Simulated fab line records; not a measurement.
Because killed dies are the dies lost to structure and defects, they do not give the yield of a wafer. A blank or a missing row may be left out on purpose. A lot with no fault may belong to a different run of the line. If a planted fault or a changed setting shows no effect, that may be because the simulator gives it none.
Matching of chambers	flow n5Finfet	pecvd-03 running N5_BEOL_M8_ILD_DEP_00: 3 sister chambers
The step deposits SiCOH lowk from DEMS/porogen, target thk 179.75 nm, time 33.4 s. 27 wafers are shown with their chamber, then 12 later ones without.

== WAFERS PAIRED WITH THEIR CHAMBERS ==
wafer	chamber	heaterPowerW (W)	throttleValvePct (%)	showerheadPlenumPTorr (Torr)
L075.2	0	318	13.0	5.750
L075.4	0	323	13.0	5.735
L075.6	1	379	13.7	5.740
L080.1	2	223	13.0	5.761
L080.3	0	324	13.1	5.729
L080.6	0	326	13.1	5.745
L083.1	1	382	13.5	5.739
L083.2	2	232	13.0	5.735
L083.4	0	327	12.8	5.732
L085.2	2	242	13.2	5.752
L085.3	1	349	13.6	5.733
L085.6	0	300	12.9	5.729
L086.1	2	237	13.3	5.757
L086.3	1	360	13.6	5.747
L086.6	1	364	13.8	5.744
L087.1	0	330	13.1	5.727
L087.3	0	260	12.9	5.717
L087.6	1	415	13.5	5.744
L088.2	0	275	13.4	5.744
L088.3	0	282	12.8	5.738
L088.5	1	378	13.4	5.731
L090.1	0	339	13.4	5.729
L090.4	2	229	13.0	5.744
L090.5	1	396	13.8	5.741
L091.3	2	186	13.3	5.723
L091.5	1	397	13.7	5.742
L091.6	2	193	12.9	5.732

SIGNATURES, as means of the wafers listed above
reading	chamber 0	chamber 1	chamber 2	scatter within a chamber
heaterPowerW	309.45	380.00	220.29	23.4
throttleValvePct	13.045	13.622	13.100	0.176
showerheadPlenumPTorr	5.73409	5.74011	5.74343	0.00982
Rule: for a wafer and a chamber, the distance is found by dividing, reading by reading, the gap between the wafer's reading and the chamber's mean by the reading's scatter, squaring, summing and taking the root. The wafer belongs to the nearest chamber; if the next one is less than 2 further off, it can't be placed. The scatter is the square root of a quotient: the sum, over the shown wafers, of each reading's squared deviation from its chamber's mean, divided by wafers minus chambers.

== WAFERS WHOSE CHAMBER IS MISSING ==
wafer	heaterPowerW (W)	throttleValvePct (%)	showerheadPlenumPTorr (Torr)
L092.3	210	13.1	5.752
L092.4	215	13.3	5.748
L092.6	325	13.3	5.728
L094.1	329	13.2	5.738
L094.2	212	13.5	5.740
L094.5	257	13.3	5.731
L096.2	312	13.2	5.740
L096.3	208	13.5	5.743
L096.4	319	13.1	5.742
L097.2	219	13.4	5.751
L097.4	224	13.0	5.737
L097.5	372	13.7	5.736

== CHAMBER TAKEN BY EACH ==
wafer	from the rows above	in truth
L092.3	2	2
L092.4	2	2
L092.6	can't be placed: 0 or 1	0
L094.1	can't be placed: 0 or 1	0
L094.2	2	2
L094.5	can't be placed: 2 or 0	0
L096.2	0	0
L096.3	2	2
L096.4	0	0
L097.2	2	2
L097.4	2	2
L097.5	1	1
Correct placement for 9 of the 12. Cannot be placed on the basis of these rows: 3; the candidates contain the true chamber in 3. Wrongly placed: 0.
